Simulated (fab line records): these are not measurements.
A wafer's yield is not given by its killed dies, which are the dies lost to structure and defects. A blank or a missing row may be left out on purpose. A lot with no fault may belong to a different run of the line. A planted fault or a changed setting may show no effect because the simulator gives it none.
Split-lot trial / flow n5-finfet / 7 lots, 21 wafers read, on a route of 1938 steps

ABOUT THE SPLIT
At N5_SD_EPI_N_PEB_07 (peb time 60 s), the setting peb-temp-c was moved away from the recipe's 110 C on 5 of the 21 wafers read, by -1.5% to +2.9%. This setting was run at the recipe's value on the other wafers.

SPLIT TO READING: what lies between them in the file, 1 step
- N5_SD_EPI_N_DEVELOP_08: develop time 30 s

THE READING
At N5_SD_EPI_N_CD_MEAS_09: cd-nm in nanometres, against a target cd of 120 nm. A value of 120.0 nm with a standard deviation of 0.67 nm is what fault-free wafers of this fab line usually give.

wafer=L078.1; tool, chamber at the split=litho-track-05, 0; peb-temp-c as run, C=110; against the recipe=recipe; cd-nm, nm=119.6; against lot-mates on the recipe=-
wafer=L078.5; tool, chamber at the split=litho-track-05, 0; peb-temp-c as run, C=108.3; against the recipe=-1.5%; cd-nm, nm=115.7; against lot-mates on the recipe=-4.5
wafer=L078.6; tool, chamber at the split=litho-track-05, 0; peb-temp-c as run, C=110; against the recipe=recipe; cd-nm, nm=120.7; against lot-mates on the recipe=-
wafer=L079.1; tool, chamber at the split=litho-track-01, 0; peb-temp-c as run, C=110; against the recipe=recipe; cd-nm, nm=119.7; against lot-mates on the recipe=-
wafer=L079.3; tool, chamber at the split=litho-track-01, 0; peb-temp-c as run, C=113.2; against the recipe=+2.9%; cd-nm, nm=127.5; against lot-mates on the recipe=+7.8
wafer=L079.5; tool, chamber at the split=litho-track-01, 0; peb-temp-c as run, C=113.2; against the recipe=+2.9%; cd-nm, nm=128.2; against lot-mates on the recipe=+8.5
wafer=L085.1; tool, chamber at the split=litho-track-05, 0; peb-temp-c as run, C=110; against the recipe=recipe; cd-nm, nm=121.1; against lot-mates on the recipe=-
wafer=L085.5; tool, chamber at the split=litho-track-05, 0; peb-temp-c as run, C=110; against the recipe=recipe; cd-nm, nm=120.4; against lot-mates on the recipe=-
wafer=L085.6; tool, chamber at the split=litho-track-05, 0; peb-temp-c as run, C=110; against the recipe=recipe; cd-nm, nm=121.0; against lot-mates on the recipe=-
wafer=L087.1; tool, chamber at the split=litho-track-01, 0; peb-temp-c as run, C=110; against the recipe=recipe; cd-nm, nm=119.3; against lot-mates on the recipe=-
wafer=L087.5; tool, chamber at the split=litho-track-01, 0; peb-temp-c as run, C=110; against the recipe=recipe; cd-nm, nm=118.3; against lot-mates on the recipe=-
wafer=L087.6; tool, chamber at the split=litho-track-01, 0; peb-temp-c as run, C=110; against the recipe=recipe; cd-nm, nm=119.3; against lot-mates on the recipe=-
wafer=L090.2; tool, chamber at the split=litho-track-04, 0; peb-temp-c as run, C=110; against the recipe=recipe; cd-nm, nm=119.2; against lot-mates on the recipe=-
wafer=L090.4; tool, chamber at the split=litho-track-04, 0; peb-temp-c as run, C=110; against the recipe=recipe; cd-nm, nm=120.3; against lot-mates on the recipe=-
wafer=L090.5; tool, chamber at the split=litho-track-04, 0; peb-temp-c as run, C=108.8; against the recipe=-1.1%; cd-nm, nm=116.5; against lot-mates on the recipe=-3.2
wafer=L092.2; tool, chamber at the split=litho-track-05, 0; peb-temp-c as run, C=110; against the recipe=recipe; cd-nm, nm=120.2; against lot-mates on the recipe=-
wafer=L092.5; tool, chamber at the split=litho-track-05, 0; peb-temp-c as run, C=110; against the recipe=recipe; cd-nm, nm=120.7; against lot-mates on the recipe=-
wafer=L092.6; tool, chamber at the split=litho-track-05, 0; peb-temp-c as run, C=110; against the recipe=recipe; cd-nm, nm=120.6; against lot-mates on the recipe=-
wafer=L096.1; tool, chamber at the split=litho-track-01, 0; peb-temp-c as run, C=110; against the recipe=recipe; cd-nm, nm=119.7; against lot-mates on the recipe=-
wafer=L096.3; tool, chamber at the split=litho-track-01, 0; peb-temp-c as run, C=111.8; against the recipe=+1.6%; cd-nm, nm=123.7; against lot-mates on the recipe=+3.9
wafer=L096.4; tool, chamber at the split=litho-track-01, 0; peb-temp-c as run, C=110; against the recipe=recipe; cd-nm, nm=120.0; against lot-mates on the recipe=-

FIT RESULTS
A straight line over all 21 wafers: cd-nm changes by +2.7 nm for each +1% of peb-temp-c; r = +0.97; the points scatter about the line by 0.71 nm.
The same after taking each lot's own level away (the mean of its wafers on the recipe; 21 wafers): +2.78 nm for each +1%; r = +0.99; scatter 0.41 nm.
Per that fit: largest peb-temp-c move, reading shift of 8.1 nm.
Across the lots, their own levels run from 118.97 to 120.83 nm, a range of 2.8 times the standard deviation given above.
The two slopes agree, so the slope changes little with the lot-to-lot level.
Check: for one of the wafers moved furthest among these (+2.9%), held out of the fit, the line's prediction against its lot-mates is +8.17 nm. It came out at +7.8 nm against them.

OTHER SPLITS APPLIED TO THESE WAFERS
These wafers also went through other splits before the reading. Each is held against what the fit with the lots' levels taken away leaves over:
other split on the same wafers=N5_WELL_APT_PEB_06 peb-time-s; wafers away from the commonest value=7; r with cd-nm (lot level and that fit taken away)=+0.18
other split on the same wafers=N5_WELL_APT_DEVELOP_07 develop-time-s; wafers away from the commonest value=6; r with cd-nm (lot level and that fit taken away)=-0.19
other split on the same wafers=N5_DUMMY_GATE_ETCH_32 time-s; wafers away from the commonest value=8; r with cd-nm (lot level and that fit taken away)=+0.04

THE WHOLE CHAIN: every reading that the file lists as answering this split, in the file's order
step=N5_SD_EPI_N_CD_MEAS_09; what it does=target cd 120 nm; reading=cd-nm; change (the file's fit)=+2.74 nm for each +1% of the setting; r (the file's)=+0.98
step=N5_SD_EPI_N_DESCUM_14; what it does=chemistry O2, time 7.9 s; reading=SD_EPI_N.cd-nm (the simulator's own value, which no gauge read); change (the file's fit)=+2.89 nm for each +1% of the setting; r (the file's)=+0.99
step=N5_SD_EPI_N_ETCH_34; what it does=etches SiARC in CF4, target depth 45.5 nm, time 75.8 s; reading=SD_EPI_N.cd-nm (the simulator's own value, which no gauge read); change (the file's fit)=+2.74 nm for each +1% of the setting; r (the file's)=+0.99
step=N5_SD_EPI_N_ETCH_35; what it does=etches SOC in N2/H2, overetch 108 nm, time 486 s; reading=SD_EPI_N.cd-nm (the simulator's own value, which no gauge read); change (the file's fit)=+3.33 nm for each +1% of the setting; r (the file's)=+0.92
step=N5_SD_EPI_N_ETCH_45; what it does=etches SiOCN in CH3F/O2, target depth 6 nm; reading=SD_EPI_N.cd-nm (the simulator's own value, which no gauge read); change (the file's fit)=+3.35 nm for each +1% of the setting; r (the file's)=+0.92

THE FILE'S OWN FIT
cd-nm changes by +2.74 nm for each +1% of peb-temp-c, r = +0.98.
